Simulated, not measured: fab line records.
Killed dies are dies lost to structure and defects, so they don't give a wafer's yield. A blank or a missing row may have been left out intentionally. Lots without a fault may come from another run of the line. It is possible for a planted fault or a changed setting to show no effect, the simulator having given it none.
The tool behind it: which one? -- flow nandHarc -- 6 lots with 18 wafers sampled at 5 steps, on a route of 1302 steps

## WHAT EACH GAUGE READ, for each wafer
NHARC_END_SORT_01.
lot,measured,on,killedAtArray
L170,day 32 01:16,prober-02,61 671 46

## WHAT TOOL EACH LOT RAN ON (gives the tool, then ch and the chambers of the sampled wafers, and finally the start)
lot,NHARC_A_STAIRCASE_ETCH_170,NHARC_A_STAIRCASE_DESCUM_11,NHARC_A_STAIRCASE_TRIM_14,NHARC_A_STAIRCASE_ETCH_23
L152,"rieDiel-06 ch 0,3, day 15 22:40 or earlier","rieDiel-12 ch 0,1,2, day 15 22:40","rieDiel-12 ch 0,2,3, day 16 00:19 or earlier","rieDiel-12 ch 0,1,2, day 16 00:19"
L155,"rieDiel-06 ch 0,2,3, day 17 06:37 or earlier","rieDiel-01 ch 0,1,2, day 17 06:37","rieDiel-01 ch 0,2,3, day 17 08:11 or earlier","rieDiel-06 ch 1,2,3, day 17 08:11"
L162,"rieDiel-12 ch 0,1,2, day 20 00:22 or earlier","rieDiel-12 ch 0,1,3, day 20 00:22","rieDiel-12 ch 1,2,3, day 20 02:04 or earlier","rieDiel-06 ch 0,1,3, day 20 02:04"
L165,"rieDiel-01 ch 0,3, day 21 22:23 or earlier","rieDiel-12 ch 0,1,3, day 21 22:23","rieDiel-12 ch 0,1,2, day 22 00:20 or earlier","rieDiel-12 ch 1,2, day 22 00:20"
L170,"rieDiel-06 ch 0,2,3, day 23 03:07 or earlier","rieDiel-12 ch 0,1,2, day 23 03:07","rieDiel-12 ch 0,1,2, day 23 06:25 or earlier","rieDiel-06 ch 0,2,3, day 23 06:25"
L174,"rieDiel-06 ch 0,1,2, day 24 21:26 or earlier","rieDiel-12 ch 1,2, day 24 21:26","rieDiel-12 ch 1,3, day 24 22:59 or earlier","rieDiel-12 ch 0,2, day 24 22:59"
- NHARC_A_STAIRCASE_ETCH_170: etches the open film in C4F6/O2, target depth 200 nm, time 66.667 s.
- NHARC_A_STAIRCASE_DESCUM_11: chemistry O2, time 3 s.
- NHARC_A_STAIRCASE_TRIM_14: chemistry O2, time 211.2 s.
- NHARC_A_STAIRCASE_ETCH_23: etches the open film in C4F8/O2, target depth 100 nm, time 40.5 s.

## THE ANSWER, worked out from the rows above alone
Rule: usual is defined by the lots themselves. Put in order of their means at a reading, lots are off if they are a third of the lots or fewer, leave a main group of 4 or more, and stand apart from it by a gap of 3 or more times the standard deviation of the main group's means; of several such gaps the widest counts. If all means in a main group match to the digits the tables above print for the reading, that group is not used. Also off: a lot with no number at a reading for which 4 or more lots have one. The other lots that the step has rows for count as sound.
No lot is off at any reading shown: from this, nothing can be told.

## WHAT THE SIMULATOR PUT IN
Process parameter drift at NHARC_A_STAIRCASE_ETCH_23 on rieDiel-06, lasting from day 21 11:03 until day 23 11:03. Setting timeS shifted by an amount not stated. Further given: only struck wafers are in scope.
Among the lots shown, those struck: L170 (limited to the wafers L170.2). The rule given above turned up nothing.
